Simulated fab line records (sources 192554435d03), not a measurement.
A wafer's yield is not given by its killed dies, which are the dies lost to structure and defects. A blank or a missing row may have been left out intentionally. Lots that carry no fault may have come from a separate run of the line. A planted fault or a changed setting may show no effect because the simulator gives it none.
Chamber matching ; flow n5 finfet ; N5_BEOL_M2_ETCH_74 on rie diel-05 has 4 sister chambers
The step etches underlayer in N2/H2, target depth 6.5 nm, time 5.2 s. 8 wafers are shown with their chamber, then 12 later ones without.

WAFERS WITH THEIR CHAMBER
wafer;chamber;drypump motor current A (A);throttle valve pct (%)
L085.6;3;4.9;17.3
L090.2;3;4.9;17.3
L090.3;2;6.6;18.1
L090.5;0;6.0;17.8
L090.6;1;6.3;17.5
L091.1;1;6.4;17.6
L091.2;0;6.0;17.8
L091.3;2;6.6;18.1

WAFERS MISSING THEIR CHAMBER
wafer;drypump motor current A (A);throttle valve pct (%)
L091.4;4.9;17.3
L091.5;4.9;17.3
L091.6;6.6;18.1
L092.4;6.6;18.1
L092.5;4.9;17.3
L092.6;6.0;17.8
L094.1;5.9;17.8
L094.5;4.9;17.3
L094.6;6.0;17.8
L095.2;4.9;17.3
L095.3;6.0;17.8
L095.4;6.6;18.1

WHICH CHAMBER EACH ONE RAN IN
wafer;from the rows above;in truth
L091.4;3;3
L091.5;3;3
L091.6;2;2
L092.4;2;2
L092.5;3;3
L092.6;0;0
L094.1;0;0
L094.5;3;3
L094.6;0;0
L095.2;3;3
L095.3;0;0
L095.4;2;2
Correct placement for 12 of the 12. Can't be placed from these rows: 0. Number placed wrongly: 0.
How it was worked out, from the rows above alone: a wafer's distance from a chamber is the root of the sum, over the readings, of the square of ((its reading less the chamber's mean) divided by the reading's scatter). The wafer belongs to the nearest chamber; if the next one is less than 2 further off, it can't be placed. A chamber's mean is the mean of its shown wafers. The scatter: the root of (the sum of the squares of (reading less its chamber's mean) over the shown wafers, divided by (wafers less chambers)).
